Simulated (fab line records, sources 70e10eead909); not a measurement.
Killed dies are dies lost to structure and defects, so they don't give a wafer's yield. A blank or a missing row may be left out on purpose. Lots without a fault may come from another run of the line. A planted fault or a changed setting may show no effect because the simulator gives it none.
Problem report in the 8D (eight disciplines) form, filled by code | flow nand_harc | the parts of the form that need people (team, actions taken, sign-off) are left out

1. THE PROBLEM
killed_at_other at NHARC_END_SORT_01 reads a mean of 634.2 on 6 wafers of 2 lots; wafers without a fault read 0.8 with a standard deviation of 1. That is +99 or more standard deviations from the usual mean.
First seen on wafer L939.1, day 29 11:46, on prober-02. The record holds 12 wafers of 4 lots with a number at this step. Rule for "out", or "out of limits": more than 4 standard deviations from the usual mean. The other wafers with a number count as sound.

2. WHAT IT IS AND WHAT IT IS NOT
question                    | is                                                 | is not
which readings at this step | killed_at_other, defect_limited_yield, killed_dies | killed_at_array, killed_at_periphery, killed_open
which lots                  | L939, L943                                         | L937, L938
which wafers of those lots  | all that have a number                             | -
read on which gauges        | prober-02                                          | prober-01
when                        | from day 29 11:46                                  | up to then (3 sound wafers); but 3 sound wafers of L938 came after

3. SUSPECTS, AND WHAT RULES EACH OUT
Counting: a tool at a process step up to the reading stays a suspect if it ran every lot that is out and no sound lot after the first of them.
- the gauge at NHARC_END_SORT_01: kept. All the wafers that are out were read on prober-02, and no step on other tools shows them out.
- rie_diel-03 at NHARC_A_BONDPAD_STRIP_15 (strips in O2): kept. It ran every lot that is out, first L939 (day 28 07:41), and no sound lot after that; its last sound lot up to then is L937 (day 27 21:29).
- rtp_anneal-01 at NHARC_A_BONDPAD_ANNEAL_28 (time 90 s): kept. It ran every lot that is out, first L939 (day 28 08:58), and no sound lot after that; its last sound lot up to then is L938 (day 28 03:49).
- grinder-01 at NHARC_THIN_TSV_GRIND_00: kept. It ran every lot that is out, first L939 (day 28 19:37), and no sound lot after that; its last sound lot up to then is L938 (day 28 14:22).
Left after counting: rie_diel-03 at NHARC_A_BONDPAD_STRIP_15, rtp_anneal-01 at NHARC_A_BONDPAD_ANNEAL_28, grinder-01 at NHARC_THIN_TSV_GRIND_00, prober-02 at NHARC_END_SORT_01.

4. THE CAUSE (what the simulator had put in)
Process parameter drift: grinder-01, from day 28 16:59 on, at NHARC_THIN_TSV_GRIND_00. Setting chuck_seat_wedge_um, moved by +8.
Counting left 4 suspects, and this tool is among them.

5. THE CHAIN OF EFFECTS, in route order
Each row: a reading whose mean over the struck wafers that have a number lies more than 3 standard deviations from the usual. Only readings for which the record gives a usual standard deviation are gone through. hours: the time from each lot's start at the first step in this table that gives one to its start at this step, as a median over the lots. sigmas: the change in usual standard deviations.
hours | step              | reading              | usual  | on struck wafers | change | sigmas
0     | NHARC_END_SORT_01 | defect_limited_yield | 90.9 % | 0.0              | -90.9  | -35
0     | NHARC_END_SORT_01 | killed_at_other      | 0.8    | 634.2            | +633.4 | +99 or more
0     | NHARC_END_SORT_01 | killed_dies          | 62     | 677              | +615   | +34

6. WHAT WOULD HAVE CAUGHT IT SOONER
In this record the first reading out of limits at a measuring or inspecting step was taken at day 29 11:46, 19 hours after the fault began at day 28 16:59.
Of the tool readings at NHARC_THIN_TSV_GRIND_00 for which the record gives a usual standard deviation, none was out on any struck wafer, so an alarm limit of 4 standard deviations on them would not have fired.
Of the lots that are out (2), L943 began NHARC_THIN_TSV_GRIND_00 on grinder-01 after day 29 11:46. A hold on the tool at that time would have spared it.
